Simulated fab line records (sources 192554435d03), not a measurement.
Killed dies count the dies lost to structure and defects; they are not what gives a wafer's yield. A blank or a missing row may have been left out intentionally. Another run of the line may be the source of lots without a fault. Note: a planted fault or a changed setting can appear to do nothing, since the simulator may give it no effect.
Split-lot study ; flow n5-finfet ; 21 wafers read across 7 lots, on a route 1938 steps long

## THE SPLIT ITSELF
At N5_BEOL_M3_ETCH_70 (etches SOC in N2/H2, target depth 80 nm, overetch 16 nm, time 120 s), the setting source-w was moved away from the recipe's 840 W on 7 of the 21 wafers read, by -14.5% to +14.9%. The other wafers ran this setting at the recipe's value.

Reading taken at the split's own step.

## THE READING
rf-vpp-V, in V, at N5_BEOL_M3_ETCH_70 (etches SOC in N2/H2, target depth 80 nm, overetch 16 nm, time 120 s). Typical for fault-free wafers on this fab line: 524 V, with standard deviation 3 V.

wafer;tool, chamber at the split;source-w as run, W;against the recipe;rf-vpp-V, V;against lot-mates on the recipe
L074.1;rie-diel-04, 0;840;recipe;526;-
L074.2;rie-diel-04, 2;840;recipe;525;-
L074.3;rie-diel-04, 3;840;recipe;527;-
L076.1;rie-diel-04, 1;840;recipe;525;-
L076.2;rie-diel-04, 2;765;-8.9%;542;+18
L076.4;rie-diel-04, 3;840;recipe;524;-
L078.2;rie-diel-01, 2;840;recipe;527;-
L078.3;rie-diel-01, 3;840;recipe;523;-
L078.6;rie-diel-01, 2;840;recipe;525;-
L082.1;rie-diel-06, 1;840;recipe;518;-
L082.3;rie-diel-06, 0;895.6;+6.6%;516;-4
L082.4;rie-diel-06, 3;840;recipe;523;-
L084.2;rie-diel-06, 1;723.2;-13.9%;545;+19
L084.3;rie-diel-06, 0;840;recipe;526;-
L084.5;rie-diel-06, 2;723.2;-13.9%;556;+30
L087.3;rie-diel-04, 3;840;recipe;525;-
L087.4;rie-diel-04, 1;840;recipe;525;-
L087.5;rie-diel-04, 3;718.1;-14.5%;553;+28
L095.2;rie-diel-06, 2;964.9;+14.9%;504;-14
L095.4;rie-diel-06, 1;840;recipe;518;-
L095.5;rie-diel-06, 2;964.9;+14.9%;503;-15

FIT RESULTS
A straight line over all 21 wafers: rf-vpp-V changes by -1.69 V for each +1% of source-w; r = -0.97; the points scatter about the line by 3.5 V.
The same after taking each lot's own level away (the mean of its wafers on the recipe; 21 wafers): -1.44 V for each +1%; r = -0.95; scatter 3.6 V.
On that fit, the largest move of source-w shifts the reading by 21 V.
The lots' own levels span 518.0 to 526.0 V, that is 2.7 times the standard deviation above.
So the slope is not independent of the lot-to-lot level: the two fits are not the same.
Check: with one of the wafers moved furthest among these (+14.9%) left out of the fit, the line predicts -21.5 V for it against its lot-mates. Against them it came out at -14 V.
Tool readings at the split's step, against how far the setting was moved: rf-vpp-V r = -0.97.

## THESE WAFERS: OTHER SPLITS
Note: prior to the reading, these wafers also went through further splits. Each is held against what the fit with the lots' levels taken away leaves over:
other split on the same wafers;wafers away from the commonest value;r with rf-vpp-V (lot level and that fit taken away)
N5_BEOL_M1_ETCH_64 bias-w;3;-0.07
N5_BEOL_M2_COAT_62 spin-rpm;10;-0.09
N5_BEOL_M2_DESCUM_16 time-s;5;+0.10
N5_BEOL_M2_DEP_57 time-s;9;+0.25
N5_BEOL_M3_ILD_DEP_00 time-s;3;+0.33

## THE FILE'S OWN FIT
rf-vpp-V changes by -1.53 V for each +1% of source-w, r = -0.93.
